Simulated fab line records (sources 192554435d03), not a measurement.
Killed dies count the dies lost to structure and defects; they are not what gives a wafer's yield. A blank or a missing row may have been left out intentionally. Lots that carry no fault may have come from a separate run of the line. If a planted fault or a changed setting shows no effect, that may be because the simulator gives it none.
fab line records	flow n5-finfet	part 2 of 2: steps 5 to 6 of 6
[record] lots = 22	wafers = 66	last-day = 19
route steps=1938 shown BEOL_M8@1380 BEOL_M9@1421
lots untouched by any fault: they come from a run of this same line in which no faults occurred
start-h: start of the lot's first displayed wafer, in hours after the record's first day	wait-h: hours since the lot's step before	" identical to the entry in the row above	L1.1+2: several wafers, shown together as one row	- no value, or no start was given	* or withheld: withheld	< > ~ a bound
route shown NAME@n: names a module that has steps shown in the file, with the first one's number in the route	usual: average and standard deviation across the fault-free wafers	same: alike in all rows	chamber/n: place in a boat	sites: readings site by site	_std_site: standard deviation across them	_edge_site: the outer-site mean with the inner-site mean subtracted	radius-mm: for every site, how far away it sits from the centre of the wafer	mask NAME#n: copy n	behind: the most recent tool/chamber to have shaped the wafer	hold: cause of the lot's hold/its duration in hours/its outcome	device: names the non-switching transistor (n, p or np)	end of line: tests run on the same wafers once the route is complete	for a step that has no rows: nothing shown but its recipe	killed: not the wafer's yield, but the dies lost to structure and defects at the first sort	map: a wafer's dies, marking killed ones x, the rest . and places with no die _
set.NAME: the setting as run; set.NAME@STEP: as run at that earlier step	model.NAME: the simulator's own value behind a step, which no gauge read
the route's steps for a sample of lots (tables are steps, rows are wafers)
services: the hour from which a tool's chamber was out of use, counted from the record's first day as start-h (under 0 if before that day), plus the number of hours and why
[[steps]]
[step N5_BEOL_M9_ETCH_65]
[recipe] chemistry = CF4	target = SiARC	target-depth-a = 156	mask-material = CAR-EUV	time-s = 26	ion-energy-ev = 80	pressure-mtorr = 40	source-w = 545	bias-w = 36	Ar_flow_sccm = 100	cf4-flow-sccm = 100	ends = cleared
[usual] drypump-motor-current-A = 6.0/0.49	etch-rf-on-time-s = 25.9/0.79	oes-product-au = 0.66/0.08	rf-vpp-V = 183.9/1.1	showerhead-plenum-p-Torr = 2.13/0.07	throttle-valve-pct = 15.62/0.24
lot.wafer	tool	chamber	start-h	wait-h	drypump-motor-current-A	etch-rf-on-time-s	oes-product-au	rf-hours-counter-h	rf-vpp-V	showerhead-plenum-p-Torr	throttle-valve-pct
L074.1	rie-diel-06	3	215.37	0.0	5.6	25.4	0.62	178	182.8	2.22	15.83
L074.2	"	2	"	"	6.7	26.3	0.60	226	182.3	2.05	15.92
L074.6	"	1	"	"	5.8	26.9	0.63	-	182.5	2.05	15.37
L077.2	rie-diel-02	1	231.52	0.0	5.7	27.3	0.59	188	185.6	2.21	15.68
L077.3	"	2	"	"	5.8	25.3	0.59	230	182.3	2.11	15.78
L077.5	"	2	"	"	5.9	25.3	0.60	-	184.4	2.11	15.76
L075.2	rie-diel-02	2	236.60	0.0	5.8	25.1	0.59	232	183.1	2.11	15.78
L075.3	"	3	"	"	6.6	26.1	0.65	127	183.4	2.05	15.74
L075.5	"	2	"	"	5.8	25.4	0.59	-	183.0	2.11	15.77
L079.1	rie-diel-02	0	247.44	0.0	6.6	25.6	0.62	170	184.5	2.12	15.84
L079.3	"	2	"	"	5.9	24.9	0.60	235	184.3	2.11	15.77
L079.4	"	1	"	"	5.7	26.8	0.59	193	185.0	2.21	15.67
L078.3	rie-diel-06	3	247.61	0.0	5.6	25.2	0.62	187	184.7	2.22	15.84
L078.4	"	0	"	"	6.5	25.6	0.74	-	183.6	2.19	15.40
L078.6	"	2	"	"	6.7	25.8	0.60	-	182.6	2.04	15.94
L082.1	rie-diel-06	3	275.82	0.0	5.6	25.3	0.61	195	184.5	2.22	15.88
L082.2	"	1	"	"	5.8	26.7	0.63	170	182.6	2.05	15.39
L082.4	"	0	"	"	6.5	25.6	0.74	60	184.6	2.18	15.40
L081.4	rie-diel-02	0	276.16	0.0	6.6	25.8	0.62	176	182.1	2.12	15.85
L081.5	"	1	"	"	5.7	27.1	0.58	-	185.1	2.20	15.69
L081.6	"	2	"	"	5.9	25.3	0.58	-	182.9	2.10	15.80
L083.1	rie-diel-02	2	281.56	0.0	5.9	25.1	0.59	245	184.6	2.10	15.80
L083.4	"	1	"	"	5.7	27.3	0.58	203	185.2	2.20	15.71
L083.5	"	0	"	"	6.6	25.5	0.62	-	184.8	2.12	15.86
L080.3	rie-diel-05	2	281.72	0.0	6.8	25.7	0.82	5	185.3	2.12	15.25
L080.4	"	1	"	"	5.7	27.8	0.58	234	183.4	2.04	15.99
L080.5	"	3	"	"	5.2	25.8	0.61	-	182.3	2.13	15.80
L084.4	rie-diel-05	3	283.70	0.0	5.2	25.8	0.61	227	182.2	2.13	15.81
L084.5	"	3	"	"	5.2	25.8	0.61	-	183.1	2.13	15.80
L084.6	"	0	"	"	6.0	26.2	0.73	-	184.5	2.18	15.22
L085.1	rie-diel-06	1	287.55	0.0	5.8	26.7	0.63	171	183.7	2.05	15.40
L085.2	"	3	"	"	5.6	25.1	0.61	196	184.8	2.22	15.86
L085.6	"	1	"	"	5.8	26.6	0.63	-	182.9	2.05	15.40
L086.2	rie-diel-05	1	303.75	0.0	5.7	27.5	0.57	240	182.5	2.03	15.98
L086.3	"	2	"	"	6.7	25.3	0.80	10	183.1	2.12	15.25
L086.4	"	3	"	"	5.2	25.7	0.61	233	183.6	2.13	15.82
L090.1	rie-diel-05	2	312.46	0.0	6.8	25.8	0.79	13	185.1	2.12	15.26
L090.2	"	0	"	"	5.9	26.0	0.72	46	183.9	2.18	15.23
L090.4	"	3	"	"	5.2	25.9	0.60	235	182.1	2.13	15.82
L088.1	rie-diel-02	1	327.65	0.0	5.7	27.3	0.57	217	184.4	2.20	15.73
L088.3	"	2	"	"	5.8	24.5	0.88	1	183.9	2.10	15.34
L088.5	"	3	"	"	6.5	26.3	0.64	-	184.3	2.04	15.77
L087.2	rie-diel-06	0	327.82	0.0	6.5	25.5	0.72	73	182.2	2.18	15.44
L087.3	"	2	"	"	6.7	24.7	0.86	3	186.5	2.29	15.49
L087.4	"	3	"	"	5.6	25.0	0.60	208	184.2	2.21	15.88
L089.2	rie-diel-05	1	333.22	0.0	5.7	27.2	0.57	248	183.6	2.03	16.00
L089.4	"	2	"	"	6.7	25.2	0.77	20	184.1	2.11	15.27
L089.5	"	3	"	"	5.2	25.5	0.60	-	182.8	2.13	15.83
L092.1	rie-diel-06	0	360.07	0.0	6.5	26.3	0.70	83	183.6	2.18	15.44
L092.2	"	1	"	"	5.8	27.7	0.60	192	182.6	2.04	15.45
L092.3	"	2	"	"	6.7	25.5	0.81	13	183.7	2.29	15.52
L094.2	rie-diel-06	0	373.08	0.0	6.5	25.7	0.71	89	184.2	2.17	15.46
L094.3	"	1	"	"	5.8	27.3	0.60	198	183.4	2.04	15.45
L094.4	"	0	"	"	6.4	25.8	0.70	-	182.9	2.17	15.47
L097.2	rie-diel-05	0	379.23	0.0	5.9	25.6	0.70	70	184.2	2.17	15.30
L097.4	"	3	"	"	5.2	24.8	0.84	-	184.4	2.12	15.39
L097.6	"	0	"	"	6.0	25.6	0.70	-	184.5	2.17	15.29
L093.1	rie-diel-06	3	379.40	0.0	5.6	25.4	0.59	223	184.3	2.21	15.91
L093.2	"	1	"	"	5.8	27.2	0.60	200	182.8	2.04	15.46
L093.4	"	3	"	"	5.6	25.6	0.59	-	185.1	2.21	15.92
L096.2	rie-diel-05	0	385.07	0.0	5.9	25.6	0.71	73	184.2	2.17	15.31
L096.3	"	3	"	"	5.2	24.9	0.83	5	182.6	2.12	15.39
L096.5	"	1	"	"	5.7	27.6	0.56	-	182.0	2.03	16.03
L095.3	rie-diel-06	1	388.93	0.0	5.8	27.2	0.60	203	181.7	2.04	15.44
L095.4	"	2	"	"	6.7	24.8	0.81	14	185.0	2.29	15.52
L095.5	"	2	"	"	6.7	24.9	0.82	-	184.8	2.29	15.54
[step N5_BEOL_M9_STRIP_36]
[recipe] chemistry = N2/H2	power-w = 450	temp-c = 40	pressure-mtorr = 20	rf-frequency-hz = 6e+07	overash-fraction = 0.3	bias-power-w = 7	h2-frac = 0.5	n2-flow-sccm = 200	h2-flow-sccm = 200
[usual] drypump-motor-current-A = 6.0/0.49	oes-product-au = 0.77/0.094	rf-vpp-V = 59.0/1.5	showerhead-plenum-p-Torr = 2.52/0.076	throttle-valve-pct = 23.69/0.27
lot.wafer	tool	chamber	start-h	wait-h	drypump-motor-current-A	oes-product-au	rf-hours-counter-h	rf-vpp-V	showerhead-plenum-p-Torr	throttle-valve-pct
L074.1	rie-diel-06	3	215.56	0.0	5.6	0.71	178	58.3	2.63	23.81
L074.2	"	2	"	"	6.7	0.71	226	60.6	2.40	23.77
L074.6	"	1	"	"	5.8	0.76	-	55.7	2.45	23.45
L077.2	rie-diel-02	1	231.71	0.0	5.7	0.70	188	62.5	2.63	23.73
L077.3	"	2	"	"	5.9	0.69	230	59.3	2.51	23.58
L077.5	"	2	"	"	5.8	0.70	-	60.0	2.51	23.59
L075.2	rie-diel-02	2	236.79	0.0	5.8	0.68	232	60.9	2.51	23.58
L075.3	"	3	"	"	6.5	0.77	127	58.9	2.44	24.16
L075.5	"	2	"	"	5.8	0.68	-	61.9	2.51	23.58
L079.1	rie-diel-02	0	247.63	0.0	6.5	0.72	170	60.5	2.54	24.00
L079.3	"	2	"	"	5.9	0.69	235	58.5	2.51	23.58
L079.4	"	1	"	"	5.7	0.69	193	58.0	2.62	23.71
L078.3	rie-diel-06	3	247.80	0.0	5.5	0.71	187	59.3	2.62	23.84
L078.4	"	0	"	"	6.5	0.89	-	58.3	2.57	23.59
L078.6	"	2	"	"	6.7	0.70	-	57.4	2.40	23.77
L082.1	rie-diel-06	3	276.01	0.0	5.5	0.71	195	55.9	2.62	23.82
L082.2	"	1	"	"	5.8	0.75	170	59.9	2.45	23.49
L082.4	"	0	"	"	6.5	0.86	60	59.4	2.57	23.60
L081.4	rie-diel-02	0	276.36	0.0	6.6	0.72	176	57.8	2.53	23.99
L081.5	"	1	"	"	5.7	0.69	-	58.9	2.62	23.71
L081.6	"	2	"	"	5.8	0.68	-	58.2	2.50	23.61
L083.1	rie-diel-02	2	281.75	0.0	5.9	0.69	245	57.9	2.50	23.58
L083.4	"	1	"	"	5.7	0.69	203	57.3	2.62	23.77
L083.5	"	0	"	"	6.6	0.71	-	58.8	2.53	23.99
L080.3	rie-diel-05	2	281.91	0.0	6.7	0.95	5	61.2	2.51	23.22
L080.4	"	1	"	"	5.7	0.66	234	58.6	2.41	24.08
L080.5	"	3	"	"	5.2	0.71	-	59.2	2.50	23.74
L084.4	rie-diel-05	3	283.90	0.0	5.2	0.71	227	58.2	2.50	23.72
L084.5	"	3	"	"	5.2	0.72	-	59.7	2.50	23.68
L084.6	"	0	"	"	6.0	0.88	-	58.7	2.58	23.20
L085.1	rie-diel-06	1	287.74	0.0	5.8	0.74	171	58.0	2.44	23.45
L085.2	"	3	"	"	5.6	0.69	196	59.0	2.62	23.85
L085.6	"	1	"	"	5.8	0.76	-	58.4	2.44	23.47
L086.2	rie-diel-05	1	303.94	0.0	5.7	0.67	240	59.3	2.41	24.10
L086.3	"	2	"	"	6.8	0.93	10	60.2	2.51	23.23
L086.4	"	3	"	"	5.2	0.70	233	61.7	2.50	23.72
L090.1	rie-diel-05	2	312.65	0.0	6.7	0.94	13	57.4	2.51	23.23
L090.2	"	0	"	"	5.9	0.85	46	59.2	2.58	23.24
L090.4	"	3	"	"	5.2	0.70	235	56.9	2.49	23.73
L088.1	rie-diel-02	1	327.84	0.0	5.7	0.68	217	60.1	2.61	23.75
L088.3	"	2	"	"	5.9	0.99	1	59.9	2.50	23.39
L088.5	"	3	"	"	6.5	0.75	-	59.5	2.43	24.19
L087.2	rie-diel-06	0	328.01	0.0	6.4	0.85	73	58.8	2.56	23.65
L087.3	"	2	"	"	6.7	0.99	3	59.4	2.71	23.57
L087.4	"	3	"	"	5.6	0.69	208	58.7	2.61	23.86
L089.2	rie-diel-05	1	333.41	0.0	5.7	0.67	248	57.6	2.41	24.11
L089.4	"	2	"	"	6.7	0.91	20	58.1	2.50	23.27
L089.5	"	3	"	"	5.2	0.70	-	58.7	2.49	23.74
L092.1	rie-diel-06	1	360.34	0.0	5.8	0.72	192	57.4	2.44	23.48
L092.2	"	0	"	"	6.4	0.85	83	57.8	2.56	23.65
L092.3	"	1	"	"	5.8	0.73	-	59.9	2.44	23.48
L094.2	rie-diel-06	0	373.28	0.0	6.4	0.83	89	59.1	2.56	23.65
L094.3	"	1	"	"	5.8	0.73	198	57.1	2.43	23.50
L094.4	"	0	"	"	6.4	0.84	-	61.5	2.56	23.68
L097.2	rie-diel-05	0	379.52	0.0	6.0	0.84	71	59.2	2.57	23.24
L097.4	"	3	"	"	5.2	0.98	-	59.0	2.49	23.58
L097.6	"	0	"	"	6.0	0.83	-	56.3	2.57	23.26
L093.1	rie-diel-06	3	379.59	0.0	5.5	0.69	223	58.4	2.61	23.89
L093.2	"	1	"	"	5.8	0.72	200	60.6	2.43	23.47
L093.4	"	3	"	"	5.6	0.68	-	58.1	2.61	23.88
L096.2	rie-diel-05	0	385.27	0.0	6.0	0.82	73	59.3	2.57	23.28
L096.3	"	3	"	"	5.2	0.95	5	59.9	2.49	23.55
L096.5	"	1	"	"	5.7	0.66	-	56.7	2.40	24.08
L095.3	rie-diel-06	1	389.12	0.0	5.8	0.71	203	56.7	2.43	23.52
L095.4	"	2	"	"	6.7	0.94	14	58.0	2.71	23.62
L095.5	"	2	"	"	6.7	0.96	-	58.3	2.71	23.63
[[services]]
tool	chamber	start-h	hours	kind
cmp-01	-	188.22	12.1	pm
rie-diel-05	1	198.10	1.3	repair
cmp-01	-	206.69	5.5	pm
rie-diel-06	3	216.58	5.0	repair
cmp-03	-	235.46	3.2	repair
rie-diel-06	1	240.99	8.6	repair
rie-diel-05	2	250.56	-	clean
rie-diel-05	2	250.56	-	consumable-replace:focus-ring
rie-diel-05	2	250.56	17.4	scheduled-down
rie-diel-05	2	250.56	17.4	vent-cycle
cmp-01	-	273.51	0.9	repair
cmp-03	-	283.89	7.5	pm
rie-diel-06	2	304.96	-	clean
cmp-03	-	308.07	11.6	pm
cmp-01	-	318.87	1.8	repair
rie-diel-06	1	319.92	6.7	repair
cmp-03	-	329.75	10.7	repair
cmp-03	-	351.22	4.0	pm
rie-diel-06	3	357.07	4.4	repair
rie-diel-05	3	357.31	-	clean
rie-diel-05	3	357.31	-	consumable-replace:focus-ring
rie-diel-05	3	357.31	14.6	scheduled-down
rie-diel-05	3	357.31	14.6	vent-cycle
rie-diel-05	2	361.93	29.1	repair
